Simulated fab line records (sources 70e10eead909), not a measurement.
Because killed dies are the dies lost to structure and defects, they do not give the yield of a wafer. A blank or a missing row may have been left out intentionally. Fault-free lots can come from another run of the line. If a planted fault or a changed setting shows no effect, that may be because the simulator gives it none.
One fault seen from 2 desks | flow nandHarc | numbers are kept per desk, each desk with only its own; the story behind them comes last

## FROM THE METROLOGY DESK
What the gauges read, lot by lot, whatever tool the lot ran on: means of the sampled wafers that have a number. If a lot's mean is further than 4 standard deviations from the usual mean, the lot is out of limits and carries the mark OUT (the distance appears in the brackets).
Columns: A = thkNm at NHARC_A_ONON_D1_THK_MEAS_24, usual 998 nm; B = cdNm at NHARC_A_CHANNEL_HOLE_D1_CD_MEAS_10, usual 99.7 nm; C = overlayXNm at NHARC_A_CHANNEL_HOLE_D1_OVL_MEAS_11, usual -0.2 nm; D = overlayYNm at NHARC_A_CHANNEL_HOLE_D1_OVL_MEAS_11, usual -0.2 nm; E = cdNm at NHARC_A_CHANNEL_HOLE_D1_CD_MEAS_18, usual 98.4 nm; F = cdNm at NHARC_A_CHANNEL_HOLE_D1_CD_MEAS_30, usual 89.7 nm
lot  | first seen here | A    | B               | C    | D    | E     | F
L496 | day 8 12:03     | 997  | 99.3            | 0.3  | -1.2 | 98.7  | 89.6
L497 | day 9 00:04     | 985  | 99.4            | -0.6 | 0.1  | 98.2  | 89.6
L498 | day 9 10:16     | 1000 | 99.1            | -0.2 | 0.8  | 100.0 | 89.1
L499 | day 9 16:52     | 1001 | 99.7            | 0.0  | -1.6 | 100.3 | 89.4
L501 | day 11 02:14    | 1001 | 95.7 (-7.8) OUT | -0.8 | 0.3  | 95.2  | 84.8
L503 | day 11 14:52    | 996  | 95.0 (-9.2) OUT | -0.6 | -1.8 | 92.3  | 85.0
L510 | day 14 19:55    | 1009 | 99.7            | -1.0 | -0.6 | 99.8  | 90.6
L511 | day 15 04:20    | 1000 | 99.1            | -0.8 | 0.1  | 100.0 | 89.5
L512 | day 15 04:20    | 987  | 99.6            | -0.1 | -1.0 | 97.3  | 90.3
L513 | day 15 15:14    | 1010 | 99.4            | 0.1  | -0.7 | 100.4 | 90.0
L516 | day 16 16:10    | 997  | 100.2           | -0.2 | 0.1  | 100.9 | 90.2
L517 | day 17 05:01    | 1014 | 99.4            | 0.9  | 1.4  | 99.6  | 88.7
This desk's finding: out of limits on L501, L503; first on L501, day 11 06:51 (cdNm at NHARC_A_CHANNEL_HOLE_D1_CD_MEAS_10). L496, L497, L498, L499, L510, L511, L512, L513, L516, L517 stayed within limits.

## FOR THE TOOL OWNER'S DESK: lithoTrack-04
The tool's own readings at NHARC_A_CHANNEL_HOLE_D1_PEB_08 (peb time 65 s): means of the sampled wafers that have a number, for each lot that ran on this tool. If a lot's mean is further than 4 standard deviations from the usual mean, the lot is out of limits and carries the mark OUT (the distance appears in the brackets).
Columns: A = exhaustPa at NHARC_A_CHANNEL_HOLE_D1_PEB_08, usual 45.1 Pa; B = heaterPowerTotalW at NHARC_A_CHANNEL_HOLE_D1_PEB_08, usual 156.6 W; C = plateTempC at NHARC_A_CHANNEL_HOLE_D1_PEB_08, usual 100.04 C
lot  | first seen here | A    | B                | C
L496 | day 8 16:28     | 45.5 | 156.2            | 100.12
L498 | day 9 21:04     | 44.6 | 156.4            | 99.96
L501 | day 11 06:46    | 44.1 | 153.8 (-6.9) OUT | 98.75 (-9.2) OUT
L503 | day 11 22:38    | 45.1 | 153.3 (-8.0) OUT | 98.60 (-10) OUT
L511 | day 15 09:10    | 44.6 | 156.6            | 100.04
L512 | day 15 09:23    | 45.0 | 156.6            | 99.96
L513 | day 15 19:31    | 45.1 | 156.5            | 100.05
L517 | day 17 09:18    | 45.3 | 156.3            | 100.04
This desk's finding: out of limits on L501, L503; first on L501, day 11 06:46 (heaterPowerTotalW at NHARC_A_CHANNEL_HOLE_D1_PEB_08). L496, L498, L511, L512, L513, L517 stayed within limits.

## BROUGHT TOGETHER
The tool owner's desk could have raised an alarm at day 11 06:46, on L501, L503.
Metrology desk: alarm possible at day 11 06:51 on L501, L503.
On lithoTrack-04, each named lot ran NHARC_A_CHANNEL_HOLE_D1_PEB_08.

## WHAT WAS PUT IN BY THE SIMULATOR
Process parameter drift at NHARC_A_CHANNEL_HOLE_D1_PEB_08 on lithoTrack-04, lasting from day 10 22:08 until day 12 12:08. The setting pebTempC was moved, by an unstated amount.
Lots struck among those shown: L501, L503.
Time in hours from fault onset to the first out-of-limits reading at each desk: tool owner's desk 9, metrology desk 9.
